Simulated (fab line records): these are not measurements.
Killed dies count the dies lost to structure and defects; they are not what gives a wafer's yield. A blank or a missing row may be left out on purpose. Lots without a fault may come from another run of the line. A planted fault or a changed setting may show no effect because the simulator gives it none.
Which of the tools did it?    flow nand-harc    Sampling: 12 lots, 36 wafers, 5 of 1302 route steps

WHAT THE GAUGES SHOWED, per wafer
NHARC_END_SORT_01. Usual: defect-limited-yield 90.9 %, standard deviation 2.6; killed-at-array 57, standard deviation 18; killed-at-other 0.9, standard deviation 1.3; killed-at-periphery 3.5, standard deviation 2.2; killed-dies 62, standard deviation 18; killed-open 3.0, standard deviation 1.7; killed-short 2.3, standard deviation 1.5.
lot   measured      on         defect-limited-yield (%)  killed-at-array  killed-at-other  killed-at-periphery  killed-dies  killed-open  killed-short  flag
L445  day 24 18:43  prober-01  88.2 85.4 89.5            74 95 69         0 1 0            6 3 2                80 99 71     5 5 2        3 9 0         
L448  day 26 01:46  prober-02  90.4 91.9 92.0            62 50 50         3 2 1            0 3 3                65 55 54     2 2 3        2 2 1         
L455  day 29 00:20  prober-01  96.6 97.2 96.8            20 16 21         0 1 0            3 2 1                23 19 22     1 3 1        1 0 2         
L457  day 29 05:50  prober-01  80.5 83.2 86.6            55 50 54         6 0 1            71 64 36             132 114 91   0 2 2        5 2 2         OFF
L458  day 29 20:34  prober-01  93.1 92.0 93.6            42 48 40         1 1 0            4 5 3                47 54 43     3 5 3        1 2 1         
L459  day 30 19:10  prober-02  84.9 83.8 85.5            39 41 44         0 1 1            63 68 53             102 110 98   1 0 5        1 2 2         OFF
L460  day 30 11:17  prober-02  85.1 78.0 83.8            62 81 53         1 0 2            38 68 55             101 149 110  4 4 4        4 3 3         OFF
L468  day 33 18:53  prober-02  94.5 94.8 92.3            34 34 48         0 0 0            3 1 4                37 35 52     4 1 2        3 2 3         

EACH LOT AND THE TOOL THAT RAN IT (in order: tool; ch and the chambers of the sampled wafers; start)
lot   NHARC_P_BONDPAD_ETCH_24             NHARC_THIN_TSV_STRIP_45               NHARC_THIN_TSV_CMP_21          NHARC_THIN_TSV_ETCH_59
L445  rie-diel-13 ch 1,2,3, day 6 16:04   plasma-asher-02 ch 0,1, day 24 03:05  cmp-04 ch 0,1,2, day 24 06:26  rie-metal-02 ch 0,1, day 24 08:15
L446  rie-diel-13 ch 2,3, day 7 01:37     plasma-asher-01 ch 0,1, day 24 04:31  cmp-02 ch 1,3, day 24 07:50    rie-metal-03 ch 0,1, day 24 09:43
L448  rie-diel-08 ch 0,2,3, day 7 19:13   plasma-asher-01 ch 0, day 25 11:47    cmp-04 ch 0,1, day 25 15:06    rie-metal-01 ch 0,1, day 25 16:50
L453  rie-diel-03 ch 0,3, day 9 23:44     plasma-asher-02 ch 0,1, day 27 16:28  cmp-03 ch 2,3, day 27 19:44    rie-metal-03 ch 0,1, day 27 21:35
L454  rie-diel-13 ch 1,2,3, day 10 05:26  plasma-asher-02 ch 0,1, day 27 09:16  cmp-02 ch 1,3, day 27 12:32    rie-metal-01 ch 0, day 27 14:26
L455  rie-diel-13 ch 0,2,3, day 11 02:18  plasma-asher-01 ch 0,1, day 28 08:07  cmp-04 ch 2,3, day 28 11:20    rie-metal-01 ch 0,1, day 28 13:17
L456  rie-diel-13 ch 0,3, day 11 08:06    plasma-asher-01 ch 0, day 28 15:53    cmp-04 ch 0,2, day 28 19:16    rie-metal-01 ch 0,1, day 28 21:08
L457  rie-diel-13 ch 0,1,3, day 11 17:37  plasma-asher-01 ch 0,1, day 28 17:18  cmp-03 ch 1,3, day 28 20:35    rie-metal-02 ch 0,1, day 28 22:20
L458  rie-diel-03 ch 1,2,3, day 12 03:07  plasma-asher-01 ch 0,1, day 29 06:41  cmp-02 ch 0,2,3, day 29 09:59  rie-metal-03 ch 0,1, day 29 11:46
L459  rie-diel-13 ch 0,2,3, day 12 22:49  plasma-asher-02 ch 0,1, day 30 04:52  cmp-03 ch 0,1,2, day 30 08:29  rie-metal-01 ch 0,1, day 30 10:23
L460  rie-diel-13 ch 1,2,3, day 13 00:08  plasma-asher-02 ch 0,1, day 29 18:16  cmp-02 ch 1,2,3, day 29 21:38  rie-metal-02 ch 0,1, day 29 23:22
L468  rie-diel-13 ch 1,2,3, day 16 02:22  plasma-asher-01 ch 0,1, day 33 04:55  cmp-03 ch 0,2,3, day 33 08:11  rie-metal-03 ch 0,1, day 33 10:02
- NHARC_P_BONDPAD_ETCH_24: etches the open film in CF4/N2, target depth 30 nm, time 72.99 s.
- NHARC_THIN_TSV_STRIP_45: strips in O2.
- NHARC_THIN_TSV_CMP_21: polishes, t overpolish 30 s, target thk 2000 nm.
- NHARC_THIN_TSV_ETCH_59: etches the open film in Cl2/BCl3, target depth 880 nm, time 138.1 s.

WHAT THE TOOLS THEMSELVES READ (means of the sampled wafers that have a number; where no wafer has one, the mark that the record gives instead)
NHARC_P_BONDPAD_ETCH_24. Usual: drypump-motor-current-A 5.6 A, standard deviation 0.53; oes-product-au 1.001 a.u., standard deviation 0.01; rf-vpp-V 314.3 V, standard deviation 2.2; showerhead-plenum-p-Torr 2.64 Torr, standard deviation 0.12; throttle-valve-pct 19.795 %, standard deviation 0.0087.
lot   tool         drypump-motor-current-A (A)  oes-product-au (a.u.)  rf-vpp-V (V)  showerhead-plenum-p-Torr (Torr)  throttle-valve-pct (%)  flag
L445  rie-diel-13  5.8                          1.006                  312.6         2.53                             19.798                  
L446  rie-diel-13  6.1                          1.004                  312.7         2.53                             19.789                  
L448  rie-diel-08  5.9                          1.006                  314.6         2.68                             19.790                  
L453  rie-diel-03  4.9                          1.000                  316.4         2.79                             19.793                  
L454  rie-diel-13  5.8                          1.003                  311.6         2.53                             19.794                  
L455  rie-diel-13  6.0                          1.006                  314.0         2.61                             19.798                  
L456  rie-diel-13  5.9                          1.000                  313.4         2.61                             19.800                  
L457  rie-diel-13  5.6                          1.009                  313.0         2.61                             19.793                  
L458  rie-diel-03  5.3                          0.988                  316.5         2.72                             19.793                  
L459  rie-diel-13  6.0                          1.001                  314.0         2.61                             19.801                  
L460  rie-diel-13  5.8                          1.001                  312.4         2.53                             19.803                  
L468  rie-diel-13  5.8                          0.994                  310.9         2.53                             19.795                  

NHARC_THIN_TSV_STRIP_45. Usual: drypump-motor-current-A 5.38 A, standard deviation 0.1; heater-power-w 353 W, standard deviation 22; rf-refl-power-W 19 W, standard deviation 8.1.
lot   tool             drypump-motor-current-A (A)  heater-power-w (W)  rf-refl-power-W (W)  flag
L445  plasma-asher-02  5.45                         361                 24                   
L446  plasma-asher-01  5.24                         329                 -                    OFF
L448  plasma-asher-01  5.36                         370                 18                   
L453  plasma-asher-02  5.45                         362                 19                   
L454  plasma-asher-02  5.44                         365                 24                   
L455  plasma-asher-01  5.27                         323                 -                    OFF
L456  plasma-asher-01  5.36                         370                 18                   
L457  plasma-asher-01  5.25                         329                 13                   
L458  plasma-asher-01  5.26                         328                 -                    OFF
L459  plasma-asher-02  5.44                         359                 18                   
L460  plasma-asher-02  5.47                         366                 24                   
L468  plasma-asher-01  5.25                         335                 13                   

NHARC_THIN_TSV_CMP_21. Usual: motor-current-A 12.0 A, standard deviation 1.1; overpolish-run-s 30.001 s, standard deviation 0.0093; slurry-filter-dp-kPa 13.47 kPa, standard deviation 0.14.
lot   tool    motor-current-A (A)  overpolish-run-s (s)  slurry-filter-dp-kPa (kPa)  flag
L445  cmp-04  11.2                 29.997                13.45                       
L446  cmp-02  12.3                 29.999                13.59                       
L448  cmp-04  10.4                 29.999                13.51                       
L453  cmp-03  11.5                 30.000                13.34                       
L454  cmp-02  12.3                 29.995                13.54                       
L455  cmp-04  12.5                 30.000                13.45                       
L456  cmp-04  11.6                 29.993                13.36                       
L457  cmp-03  12.0                 30.001                13.41                       
L458  cmp-02  12.9                 30.009                13.24                       
L459  cmp-03  12.3                 30.001                13.38                       
L460  cmp-02  12.7                 30.007                13.42                       
L468  cmp-03  12.1                 29.997                13.46                       

NHARC_THIN_TSV_ETCH_59. Usual: drypump-motor-current-A 5.8 A, standard deviation 0.67; oes-product-au 1.000 a.u., standard deviation 0.011; throttle-valve-pct 22.264 %, standard deviation 0.0086.
lot   tool          drypump-motor-current-A (A)  oes-product-au (a.u.)  throttle-valve-pct (%)  flag
L445  rie-metal-02  6.2                          0.993                  22.254                  
L446  rie-metal-03  6.4                          1.004                  22.262                  
L448  rie-metal-01  5.0                          1.009                  22.264                  
L453  rie-metal-03  6.0                          1.009                  22.264                  
L454  rie-metal-01  4.8                          1.021                  22.262                  
L455  rie-metal-01  5.0                          1.012                  22.263                  
L456  rie-metal-01  5.0                          1.004                  22.271                  
L457  rie-metal-02  5.8                          1.006                  22.259                  
L458  rie-metal-03  6.0                          1.004                  22.270                  
L459  rie-metal-01  5.0                          1.015                  22.262                  
L460  rie-metal-02  6.2                          0.993                  22.260                  
L468  rie-metal-03  6.4                          0.992                  22.263                  

THE ANSWER, worked out from the rows above alone
Rule: a lot is off if the mean of its wafers that have a number lies more than 3 standard deviations from the usual mean. Also off: a lot with no number at a reading for which 4 or more lots have one. All remaining lots with rows at the step are treated as sound. First the gauges in route order, then the tools' own readings, where a lot's mean is used as printed above. The first step at which some lot is off is used, and at that step the reading that is off furthest; a lot without a number counts as furthest.
Off: L457, L459, L460, at NHARC_END_SORT_01 (killed-at-periphery). Neither off nor sound, because the step has no rows for them: L446, L453, L454, L456.
A tool fits if, at a process step before that reading, it ran every lot that is off, and no sound lot after the first of them. Gauges at NHARC_END_SORT_01: tried the same way as those tools. Not one of the candidates tried fits.

WHAT THE SIMULATOR PUT IN
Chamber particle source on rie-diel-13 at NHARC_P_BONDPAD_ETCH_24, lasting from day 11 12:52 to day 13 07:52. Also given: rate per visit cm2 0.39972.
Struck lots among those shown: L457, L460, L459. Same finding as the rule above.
